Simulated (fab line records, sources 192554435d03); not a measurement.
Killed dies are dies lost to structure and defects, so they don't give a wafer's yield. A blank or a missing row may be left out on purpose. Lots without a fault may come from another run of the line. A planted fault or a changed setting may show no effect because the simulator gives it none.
Which tool did it? | flow n5_finfet | 9 lots, 27 wafers sampled, at 6 steps of a route of 1938

WHAT THE GAUGES READ, wafer by wafer
N5_BEOL_M4_THK_MEAS_01. Usual: M4_ILD_THK 79.2 nm, standard deviation 0.97.
lot  | measured     | on            | M4_ILD_THK (nm)   | flag
L385 | day 8 13:51  | film_metro-02 | 77.4 79.5 79.0    |
L394 | day 11 13:32 | film_metro-01 | 110.1 107.7 110.4 | OFF
L396 | day 11 15:02 | film_metro-02 | 109.1 110.7 110.4 | OFF
L397 | day 11 16:11 | film_metro-02 | 78.7 79.2 79.2    |
L401 | day 12 16:11 | film_metro-01 | 79.4 78.7 80.4    |
L403 | day 13 03:37 | film_metro-02 | 77.0 78.2 79.2    |
L402 | day 13 03:30 | film_metro-01 | 78.1 79.1 79.3    |
L405 | day 14 15:02 | film_metro-02 | 78.2 78.8 78.9    |
L407 | day 15 01:25 | film_metro-02 | 78.4 77.3 79.5    |

N5_BEOL_M4_RC_MEAS_101. Usual: DIBL_N 36.6 mV/V, standard deviation 1.1; DIBL_P 36.8 mV/V, standard deviation 1.6; IOFF_N 0.169 nA/um, standard deviation 0.024; IOFF_P 0.206 nA/um, standard deviation 0.028; ION_N 679 uA/um, standard deviation 9.2; ION_P 462 uA/um, standard deviation 7; SS_N 71.6 mV/dec, standard deviation 0.57; SS_P 73.3 mV/dec, standard deviation 0.57; VT_N 248.8 mV, standard deviation 2.4; VT_P -251 mV, standard deviation 3.
lot  | measured     | on        | DIBL_N (mV/V)  | DIBL_P (mV/V)  | IOFF_N (nA/um)    | IOFF_P (nA/um)    | ION_N (uA/um) | ION_P (uA/um) | SS_N (mV/dec)  | SS_P (mV/dec)  | VT_N (mV)         | VT_P (mV)      | flag
L385 | day 9 09:15  | prober-01 | 36.0 36.7 35.0 | 36.4 37.5 34.9 | 0.155 0.184 0.150 | 0.200 0.223 0.181 | 667 683 666   | 450 461 451   | 71.4 72.0 70.9 | 73.4 72.9 73.3 | 250.5 245.8 249.7 | -254 -250 -256 |
L397 | day 12 06:56 | prober-01 | 36.2 37.5 35.9 | 35.4 37.1 34.9 | 0.149 0.177 0.145 | 0.191 0.219 0.186 | 677 695 674   | 461 466 461   | 70.7 71.7 71.4 | 73.2 73.8 73.6 | 248.8 251.3 251.4 | -249 -248 -253 |
L401 | day 13 11:52 | prober-02 | 37.6 38.0 36.0 | 36.6 37.1 34.8 | 0.173 0.187 0.149 | 0.171 0.183 0.158 | 673 680 673   | 447 453 451   | 71.0 72.1 71.1 | 73.9 73.8 73.6 | 248.9 248.6 251.8 | -255 -259 -258 |
L403 | day 13 18:54 | prober-02 | 36.7 35.1 36.9 | 35.8 34.5 36.0 | 0.169 0.149 0.172 | 0.236 0.217 0.234 | 681 677 684   | 468 469 468   | 71.6 71.0 72.2 | 72.7 73.1 72.9 | 248.6 249.2 246.8 | -248 -249 -248 |
L402 | day 13 16:56 | prober-01 | 36.6 38.3 38.3 | 36.3 37.9 38.0 | 0.168 0.202 0.201 | 0.195 0.221 0.219 | 676 680 678   | 460 467 461   | 71.5 71.9 72.1 | 73.1 73.3 73.6 | 247.7 247.3 246.5 | -249 -250 -249 |
L405 | day 15 03:05 | prober-02 | 35.1 35.8 36.7 | 35.8 37.0 37.9 | 0.150 0.165 0.179 | 0.162 0.175 0.186 | 672 675 685   | 450 447 456   | 71.7 71.1 71.0 | 73.1 73.6 74.1 | 249.1 247.9 247.0 | -257 -255 -256 |
L407 | day 15 13:02 | prober-02 | 35.9 36.3 37.0 | 36.9 37.3 38.6 | 0.140 0.143 0.157 | 0.171 0.179 0.190 | 673 675 675   | 455 460 461   | 70.7 71.4 71.6 | 72.8 72.9 72.7 | 255.4 252.2 250.8 | -252 -253 -252 |

WHICH TOOL RAN EACH LOT (tool, then ch and the chambers of the sampled wafers, then the start)
lot  | N5_BEOL_M3_SPUTTER_96        | N5_BEOL_M3_CMP_52             | N5_BEOL_M3_PRE_CLEAN_60          | N5_BEOL_M4_ILD_DEP_00
L385 | pvd_sputter-02, day 8 12:38  | cmp-01 ch 0,2, day 8 13:10    | cvd_co-01 ch 1,2, day 8 13:30    | pecvd-02 ch 1,2, day 8 13:47
L394 | pvd_sputter-02, day 11 09:13 | cmp-02 ch 1,2, day 11 12:37   | cvd_co-02 ch 0,2, day 11 13:11   | pecvd-02 ch 0,1, day 11 13:28
L396 | pvd_sputter-01, day 11 13:47 | cmp-01 ch 0,1,3, day 11 14:19 | cvd_co-02 ch 0,1,2, day 11 14:39 | pecvd-02 ch 0,2, day 11 14:58
L397 | pvd_sputter-02, day 11 14:29 | cmp-01 ch 0,2,3, day 11 15:20 | cvd_co-02 ch 0,1,2, day 11 15:50 | pecvd-01 ch 0,1,2, day 11 16:08
L401 | pvd_sputter-03, day 12 14:57 | cmp-01 ch 0,2,3, day 12 15:26 | cvd_co-02 ch 0,1, day 12 15:47   | pecvd-04 ch 0,1,2, day 12 16:07
L403 | pvd_sputter-01, day 13 00:08 | cmp-02 ch 0,2,3, day 13 02:41 | cvd_co-02 ch 1,2, day 13 03:15   | pecvd-01 ch 1,2, day 13 03:33
L402 | pvd_sputter-01, day 13 01:59 | cmp-01 ch 0,2,3, day 13 02:35 | cvd_co-02 ch 0,2, day 13 03:08   | pecvd-01 ch 0,1,2, day 13 03:26
L405 | pvd_sputter-03, day 14 13:52 | cmp-01 ch 1,2, day 14 14:22   | cvd_co-01 ch 0,1, day 14 14:41   | pecvd-01 ch 0,1,2, day 14 14:59
L407 | pvd_sputter-01, day 15 00:10 | cmp-04 ch 1,2,3, day 15 00:40 | cvd_co-02 ch 0,2, day 15 01:00   | pecvd-04 ch 0,1,2, day 15 01:20
- N5_BEOL_M3_SPUTTER_96: material Cu, target thk 4.5 nm, time 8.29 s.
- N5_BEOL_M3_CMP_52: polishes, stops on SiOC, t overpolish 6.8 s, target thk 40 nm.
- N5_BEOL_M3_PRE_CLEAN_60: time 15 s.
- N5_BEOL_M4_ILD_DEP_00: deposits SiOC from DEMS/O2, target thk 79 nm, time 15.3 s.

WHAT THE TOOLS THEMSELVES READ (means of the sampled wafers that have a number; where no wafer has one, the mark that the record gives instead)
N5_BEOL_M3_SPUTTER_96. Usual: chuck_gas_flow_sccm 1.26 sccm, standard deviation 0.054; throttle_valve_pct 30.5 %, standard deviation 0.66.
lot  | tool           | chuck_gas_flow_sccm (sccm) | throttle_valve_pct (%) | flag
L385 | pvd_sputter-02 | 1.26                       | 30.2                   |
L394 | pvd_sputter-02 | 1.27                       | 30.2                   |
L396 | pvd_sputter-01 | 1.23                       | 31.1                   |
L397 | pvd_sputter-02 | 1.24                       | 30.0                   |
L401 | pvd_sputter-03 | 1.28                       | 30.2                   |
L403 | pvd_sputter-01 | 1.26                       | 31.0                   |
L402 | pvd_sputter-01 | 1.23                       | 31.3                   |
L405 | pvd_sputter-03 | 1.28                       | 30.2                   |
L407 | pvd_sputter-01 | 1.29                       | 30.8                   |

N5_BEOL_M3_CMP_52. Usual: barrier_field_endpoint_s 24.8 s, standard deviation 0.47; edge_zone_pressure_frac 1.001, standard deviation 0.0048; motor_current_A 5.8 A, standard deviation 0.6; overpolish_run_s 6.799 s, standard deviation 0.0087; time_to_endpoint_s 63.4 s, standard deviation 2.1.
lot  | tool   | barrier_field_endpoint_s (s) | edge_zone_pressure_frac | motor_current_A (A) | overpolish_run_s (s) | time_to_endpoint_s (s) | flag
L385 | cmp-01 | 25.1                         | 0.997                   | 5.1                 | 6.793                | 67.6                   |
L394 | cmp-02 | 24.1                         | 1.001                   | 6.3                 | 6.807                | 62.2                   |
L396 | cmp-01 | 24.6                         | 0.999                   | 5.9                 | 6.804                | 62.1                   |
L397 | cmp-01 | 24.8                         | 1.005                   | 5.4                 | 6.798                | 66.4                   |
L401 | cmp-01 | 24.6                         | 0.996                   | 5.3                 | 6.795                | 62.3                   |
L403 | cmp-02 | 24.8                         | 1.000                   | 5.9                 | 6.800                | 60.6                   |
L402 | cmp-01 | 24.8                         | 1.002                   | 5.3                 | 6.803                | 64.7                   |
L405 | cmp-01 | 24.4                         | 1.007                   | 5.8                 | 6.798                | 63.2                   |
L407 | cmp-04 | 25.3                         | 0.999                   | 5.9                 | 6.797                | 62.8                   |

N5_BEOL_M3_PRE_CLEAN_60. Usual: heater_power_w 79 W, standard deviation 22; rf_fwd_power_W 296.3 W, standard deviation 1.7.
lot  | tool      | heater_power_w (W) | rf_fwd_power_W (W) | flag
L385 | cvd_co-01 | 74                 | 298.2              |
L394 | cvd_co-02 | 94                 | 294.0              |
L396 | cvd_co-02 | 77                 | 295.3              |
L397 | cvd_co-02 | 77                 | 295.2              |
L401 | cvd_co-02 | 82                 | 297.5              |
L403 | cvd_co-02 | 63                 | 297.0              |
L402 | cvd_co-02 | 92                 | 295.1              |
L405 | cvd_co-01 | 79                 | 298.0              |
L407 | cvd_co-02 | 93                 | 294.8              |

N5_BEOL_M4_ILD_DEP_00. Usual: heater_power_w 462 W, standard deviation 43; rf_fwd_power_W 494.1 W, standard deviation 2.8; showerhead_plenum_p_Torr 5.695 Torr, standard deviation 0.012; throttle_valve_pct 12.0 %, standard deviation 0.69.
lot  | tool     | heater_power_w (W) | rf_fwd_power_W (W) | showerhead_plenum_p_Torr (Torr) | throttle_valve_pct (%) | flag
L385 | pecvd-02 | 430                | 490.2              | 5.691                           | 11.7                   |
L394 | pecvd-02 | 461                | 494.6              | 5.688                           | 11.5                   |
L396 | pecvd-02 | 445                | 489.4              | 5.692                           | 11.7                   |
L397 | pecvd-01 | 446                | 495.5              | 5.695                           | 12.3                   |
L401 | pecvd-04 | 468                | 495.5              | 5.688                           | 12.0                   |
L403 | pecvd-01 | 482                | 493.6              | 5.690                           | 12.9                   |
L402 | pecvd-01 | 469                | 496.0              | 5.696                           | 12.2                   |
L405 | pecvd-01 | 473                | 493.7              | 5.695                           | 12.3                   |
L407 | pecvd-04 | 468                | 495.0              | 5.698                           | 12.1                   |

THE ANSWER, worked out from the rows above alone
Rule: a lot is off if the mean of its wafers that have a number lies more than 3 standard deviations from the usual mean. A lot without any number at a reading at which 4 lots or more have one is off too. The other lots that the step has rows for count as sound. The gauges are gone through in route order, then the tools' own readings, and for those a lot's mean is taken as printed above. The first step at which some lot is off is used, and at that step the reading that is off furthest; a lot without a number counts as furthest.
Off: L394, L396, at N5_BEOL_M4_THK_MEAS_01 (M4_ILD_THK).
A tool fits if, at a process step before that reading, it ran every lot that is off, and no sound lot after the first of them. The gauges at N5_BEOL_M4_THK_MEAS_01 are tried like those tools. One fits: pecvd-02 at N5_BEOL_M4_ILD_DEP_00. Its last sound lot is L385 (day 8 13:47), its first lot that is off L394 (day 11 13:28): a fault that began between those two fits.

WHAT THE SIMULATOR HAD PUT IN
Process parameter drift: pecvd-02, from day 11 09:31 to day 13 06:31, at N5_BEOL_M4_ILD_DEP_00. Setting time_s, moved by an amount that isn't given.
Lots struck among those shown: L394, L396. The rule above found the same.
